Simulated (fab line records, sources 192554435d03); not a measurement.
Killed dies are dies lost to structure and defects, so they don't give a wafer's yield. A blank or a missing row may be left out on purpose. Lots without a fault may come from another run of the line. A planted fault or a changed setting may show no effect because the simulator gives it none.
fab line records | flow n5_finfet | part 2 of 2: steps 26 to 37 of 37
record lots=5 wafers=15 last_day=16
route steps=1938 shown BEOL_M6@1258 BEOL_M7@1263
lots that met no fault: from a run of the same line without faults
start_h: hours from the record's first day to the start of the lot's first wafer shown | wait_h: hours since the lot's step before | " the same as in the row above | L1.1+2: a row that stands for several wafers | - no value, or no start given | * or withheld: withheld | < > ~ a bound
route shown NAME@n: a module of which the file shows steps, and the number in the route of the first | usual: mean/standard deviation of fault-free wafers | same: alike in all rows | chamber/n: place in a boat | sites: the reading at each site | _std_site: their standard deviation | _edge_site: outer sites' mean less inner sites' | radius_mm: how far each site lies from the wafer's centre | mask NAME#n: copy n | behind: the tool/chamber that last shaped the wafer | hold: why the lot was held/for how many hours/how that ended | device: the transistor (n, p or np) that didn't switch | end of line: the same wafers' tests at the end of the route | a step without rows: its recipe alone | killed: dies lost to structure and defects at the first sort, not the wafer's yield | map: a wafer's dies, x killed, . not, _ none there
set.NAME: the setting as run; set.NAME@STEP: as run at that earlier step | model.NAME: the simulator's own value behind a step, which no gauge read
lots at some steps of the route; a table a step, a row a wafer
services: from which hour (start_h, from the record's first day; less than 0 if before it) a tool's chamber was out of use, for how many hours, and why
## steps
# step N5_BEOL_M7_STRIP_67
# recipe chemistry=CF4 resist=SiARC power_w=300 bias_power_w=75 pressure_mtorr=50 cf4_flow_sccm=150 rf_frequency_hz=6e+07
# usual drypump_motor_current_A=5.8/0.53 oes_product_au=0.83/0.076 rf_vpp_V=272.2/1.4 showerhead_plenum_p_Torr=1.83/0.049 throttle_valve_pct=13.42/0.27
# columns lot.wafer tool chamber start_h wait_h drypump_motor_current_A oes_product_au rf_hours_counter_h rf_vpp_V showerhead_plenum_p_Torr throttle_valve_pct
L076.3 rie_diel-06 3 198.35 0.0 6.0 0.77 148 273.3 1.80 13.52
L076.4 " 2 " " 5.5 0.90 - 270.3 1.77 13.10
L076.6 " 3 " " 6.0 0.78 - 270.7 1.80 13.53
L078.1 rie_diel-06 0 220.76 0.0 5.9 0.89 35 273.1 1.81 13.22
L078.3 " 1 " " 6.7 0.69 220 271.4 1.85 13.88
L078.4 " 3 " " 6.0 0.76 155 271.2 1.80 13.55
L084.2 rie_diel-03 2 252.71 0.0 5.1 0.69 250 269.4 1.71 13.92
L084.4 " 1 " " 5.4 0.73 211 272.7 1.85 13.74
L084.6 " 0 " " 5.9 0.91 - 274.0 1.90 13.26
L085.1 rie_diel-06 2 257.98 0.0 5.5 0.87 38 270.8 1.76 13.13
L085.2 " 1 " " 6.7 0.69 231 275.0 1.85 13.90
L085.4 " 3 " " 6.0 0.76 167 271.4 1.79 13.54
L093.1 rie_diel-04 1 305.67 0.0 4.7 0.87 30 272.6 1.82 12.97
L093.2 " 2 " " 5.4 0.84 66 274.0 1.88 13.39
L093.3 " 0 " " 6.4 0.81 77 270.6 1.81 13.68
# step N5_BEOL_M7_HM_OPEN_17
# recipe chemistry=Cl2/BCl3 target_depth_a=200 overetch_a=60 target=TiN mask_material=SOC ion_energy_ev=150 pressure_mtorr=10 icp_w=1000 bias_w=126 Cl2_flow_sccm=53.25 bcl3_flow_sccm=21.75 Ar_flow_sccm=25
# usual drypump_motor_current_A=5.7/0.5 oes_product_au=0.70/0.074 throttle_valve_pct=22.09/0.11
# columns lot.wafer tool chamber start_h wait_h drypump_motor_current_A oes_product_au rf_hours_counter_h throttle_valve_pct
L076.3 rie_metal-02 0 198.42 0.1 5.9 0.80 - 22.09
L076.4 " 1 " " 5.1 0.77 - 22.15
L076.6 " 1 " " 5.0 0.77 - 22.18
L078.1 rie_metal-03 0 220.80 0.0 5.7 0.54 119 22.07
L078.3 " 1 " " 5.7 0.65 - 21.95
L078.4 " 0 " " 5.7 0.53 - 22.10
L084.2 rie_metal-02 1 252.76 0.0 5.0 0.73 15 22.20
L084.4 " 0 " " 5.9 0.77 - 22.12
L084.6 " 0 " " 5.9 0.75 - 22.13
L085.1 rie_metal-02 1 258.02 0.0 5.0 0.73 15 22.21
L085.2 " 0 " " 5.9 0.76 11 22.12
L085.4 " 0 " " 5.9 0.76 - 22.14
L093.1 rie_metal-02 1 305.71 0.0 5.0 0.71 21 22.21
L093.2 " 1 " " 5.0 0.71 - 22.19
L093.3 " 1 " " 5.0 0.71 - 22.20
# step N5_BEOL_M7_STRIP_19
# recipe chemistry=O2 power_w=400 temp_c=40 pressure_mtorr=30 rf_frequency_hz=6e+07 bias_power_w=0 overash_fraction=0.2 o2_flow_sccm=225
# usual drypump_motor_current_A=5.7/0.52 oes_product_au=0.84/0.08 rf_vpp_V=3.6/0.56 showerhead_plenum_p_Torr=2.16/0.068 throttle_valve_pct=16.54/0.25
# columns lot.wafer tool chamber start_h wait_h drypump_motor_current_A oes_product_au rf_hours_counter_h rf_vpp_V showerhead_plenum_p_Torr throttle_valve_pct
L076.3 rie_diel-04 0 198.50 0.1 6.4 0.87 45 3.6 2.14 16.83
L076.4 " 2 " " 5.4 0.89 - 3.6 2.22 16.47
L076.6 " 3 " " 5.5 0.89 - 2.9 2.13 16.22
L078.1 rie_diel-06 0 220.91 0.1 5.9 0.88 35 4.3 2.17 16.57
L078.3 " 3 " " 5.9 0.76 155 3.0 2.10 16.58
L078.4 " 1 " " 6.8 0.68 220 3.4 2.15 16.84
L084.2 rie_diel-04 2 252.97 0.2 5.4 0.85 51 3.5 2.22 16.47
L084.4 " 1 " " 4.7 0.92 14 3.5 2.15 16.10
L084.6 " 0 " " 6.4 0.83 - 4.4 2.14 16.85
L085.1 rie_diel-06 1 258.17 0.1 6.8 0.68 231 3.6 2.14 16.89
L085.2 " 3 " " 6.0 0.74 167 4.2 2.09 16.59
L085.4 " 0 " " 5.9 0.87 46 3.6 2.16 16.57
L093.1 rie_diel-03 0 305.92 0.2 5.9 0.89 47 2.7 2.22 16.38
L093.2 " 3 " " 6.2 0.85 56 3.3 2.22 16.70
L093.3 " 2 " " 5.1 0.93 9 4.0 2.25 16.47
# step N5_BEOL_M7_CD_MEAS_18
# recipe pitch_nm=80 target_cd_nm=40
# usual cd_nm=40.2/0.61
# columns lot.wafer tool chamber start_h wait_h cd_nm
L076.3 cd_sem-03 - 198.58 0.1 40.5
L076.4 " - " " 41.0
L076.6 " - " " 41.3
L078.1 cd_sem-02 - 220.98 0.0 39.8
L078.3 " - " " 40.2
L078.4 " - " " 39.5
L084.2 cd_sem-01 - 253.04 0.1 39.1
L084.4 " - " " 39.1
L084.6 " - " " 39.6
L085.1 cd_sem-01 - 258.24 0.0 41.0
L085.2 " - " " 40.3
L085.4 " - " " 40.6
L093.1 cd_sem-01 - 305.98 0.0 40.3
L093.2 " - " " 39.5
L093.3 " - " " 40.0
# step N5_BEOL_M7_COAT_63
# recipe resist=SOC temp_c=250 time_s=60 spin_rpm=1500 resist_thk_nm=60
# columns lot.wafer tool chamber start_h wait_h
L076.3+4+6 litho_track-05 0 199.11 0.5
L078.1+3+4 litho_track-04 0 222.04 1.1
L084.2+4+6 litho_track-02 0 255.52 2.5
L085.1+2+4 litho_track-05 0 258.60 0.4
L093.1+2+3 litho_track-05 0 308.10 2.1
# step N5_BEOL_M7_COAT_64
# recipe resist=SiARC temp_c=220 time_s=60 spin_rpm=1500 resist_thk_nm=12
# columns lot.wafer tool chamber start_h wait_h
L076.3+4+6 litho_track-05 0 - -
L078.1+3+4 litho_track-04 0 - -
L084.2+4+6 litho_track-02 0 - -
L085.1+2+4 litho_track-05 0 - -
L093.1+2+3 litho_track-05 0 - -
# step N5_BEOL_M7_COAT_71
# recipe resist=underlayer temp_c=205 time_s=60 spin_rpm=1500 resist_thk_nm=5
# columns lot.wafer tool chamber start_h wait_h
L076.3+4+6 litho_track-05 0 - -
L078.1+3+4 litho_track-04 0 - -
L084.2+4+6 litho_track-02 0 - -
L085.1+2+4 litho_track-05 0 - -
L093.1+2+3 litho_track-05 0 - -
# step N5_BEOL_M7_COAT_22
# recipe resist=CAR-EUV spin_rpm=1500 resist_thk_nm=30
# columns lot.wafer tool chamber start_h wait_h
L076.3+4+6 litho_track-05 0 - -
L078.1+3+4 litho_track-04 0 - -
L084.2+4+6 litho_track-02 0 - -
L085.1+2+4 litho_track-05 0 - -
L093.1+2+3 litho_track-05 0 - -
# step N5_BEOL_M7_EBR_24
# recipe solvent=PGMEA ebr_width_mm=1.5
# columns lot.wafer tool chamber start_h wait_h
L076.3+4+6 litho_track-05 0 - -
L078.1+3+4 litho_track-04 0 - -
L084.2+4+6 litho_track-02 0 - -
L085.1+2+4 litho_track-05 0 - -
L093.1+2+3 litho_track-05 0 - -
# step N5_BEOL_M7_SOFTBAKE_23
# recipe temp_c=110 time_s=60 resist=CAR-EUV
# columns lot.wafer tool chamber start_h wait_h
L076.3+4+6 litho_track-05 0 - -
L078.1+3+4 litho_track-04 0 - -
L084.2+4+6 litho_track-02 0 - -
L085.1+2+4 litho_track-05 0 - -
L093.1+2+3 litho_track-05 0 - -
# step N5_BEOL_M7_EXPOSE_25
# recipe mask_id=V6 na=0.33 source_shape=annular sigma_inner=0.4 sigma_outer=0.8 polarization=unpolarized target_cd_nm=40 dose_mj=42.5
# columns lot.wafer tool chamber start_h wait_h mask
L076.3+4+6 euv_scanner-02 0 199.39 - V6#0
L078.1+3+4 euv_scanner-01 0 222.42 - V6#0
L084.2+4+6 euv_scanner-01 0 255.67 - V6#0
L085.1+2+4 euv_scanner-02 0 258.86 - V6#0
L093.1+2+3 euv_scanner-01 0 308.23 - V6#0
# step N5_BEOL_M7_PEB_26
# recipe peb_temp_c=100 peb_time_s=60 resist=CAR-EUV
# columns lot.wafer tool chamber start_h wait_h
L076.3+4+6 litho_track-04 0 199.44 0.0
L078.1+3+4 litho_track-04 0 222.48 0.1
L084.2+4+6 litho_track-05 0 255.73 0.1
L085.1+2+4 litho_track-05 0 258.92 0.1
L093.1+2+3 litho_track-04 0 308.30 0.1
## services
# columns tool chamber start_h hours kind
euv_scanner-01 - 172.09 1.0 pm
rie_diel-04 1 179.78 2.1 repair
pecvd-02 - 181.92 2.8 pm
pecvd-01 2 184.32 17.0 repair
rie_metal-02 1 200.89 1.7 repair
euv_scanner-01 - 204.87 1.1 repair
pecvd-02 - 207.67 14.6 pm
uv_cure-01 - 212.44 24.9 pm
arfi_scanner-02 - 218.67 1.1 repair
arfi_scanner-02 - 221.40 3.9 repair
euv_scanner-01 - 228.24 1.0 pm
rie_diel-03 1 231.32 3.0 repair
pecvd-03 - 231.62 0.9 repair
arfi_scanner-02 - 232.41 0.6 repair
pecvd-02 0 234.62 16.0 repair
rie_diel-06 2 238.25 3.6 repair
rie_metal-02 - 258.21 0.2 repair
pecvd-01 0 267.38 19.8 repair
rie_diel-04 - 275.75 2.8 pm
pecvd-04 - 279.00 2.8 pm
pecvd-02 - 291.96 6.0 pm
rie_diel-03 0 295.00 6.5 repair
rie_metal-02 0 301.21 14.5 repair
pecvd-02 1 306.84 14.1 repair
